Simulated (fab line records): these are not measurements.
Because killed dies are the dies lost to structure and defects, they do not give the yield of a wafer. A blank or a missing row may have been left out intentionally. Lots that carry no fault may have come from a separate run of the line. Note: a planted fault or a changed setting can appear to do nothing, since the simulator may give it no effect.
Chamber matching    flow nandHarc    pecvd-04 running NHARC_A_CONTACT_DEP_58: 3 sister chambers
The step deposits SiON, target thk 90 nm. 6 wafers are shown with their chamber, then 9 later ones without.

## WAFERS PAIRED WITH THEIR CHAMBERS
wafer   chamber  heaterPowerW (W)
L122.6  1        949
L133.3  2        832
L133.6  2        835
L132.2  0        883
L132.4  0        864
L132.5  1        839

## WAFERS WHOSE CHAMBER IS MISSING
wafer   heaterPowerW (W)
L134.3  798
L134.5  804
L134.6  812
L135.1  795
L135.2  902
L135.5  796
L136.3  852
L136.4  849
L136.5  742

## THE CHAMBER EACH PASSED THROUGH
wafer   from the rows above           in truth
L134.3  can't be placed: 2 or 0 or 1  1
L134.5  can't be placed: 2 or 0 or 1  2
L134.6  can't be placed: 2 or 0 or 1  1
L135.1  can't be placed: 2 or 0 or 1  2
L135.2  can't be placed: 1 or 0 or 2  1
L135.5  can't be placed: 2 or 0 or 1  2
L136.3  can't be placed: 2 or 0 or 1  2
L136.4  can't be placed: 2 or 0 or 1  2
L136.5  can't be placed: 2 or 0 or 1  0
Correct placement for 0 of the 9. From these rows, 9 cannot be placed; in 9 the true chamber is one of the candidates. Wrongly placed: 0.
How it was worked out, from the rows above alone: a wafer's distance from a chamber is the root of the sum, over the readings, of the square of ((its reading less the chamber's mean) divided by the reading's scatter). The wafer belongs to the nearest chamber; if the next one is less than 2 further off, it can't be placed. Each chamber's mean is taken over the wafers shown for it. The scatter: the root of (the sum of the squares of (reading less its chamber's mean) over the shown wafers, divided by (wafers less chambers)).
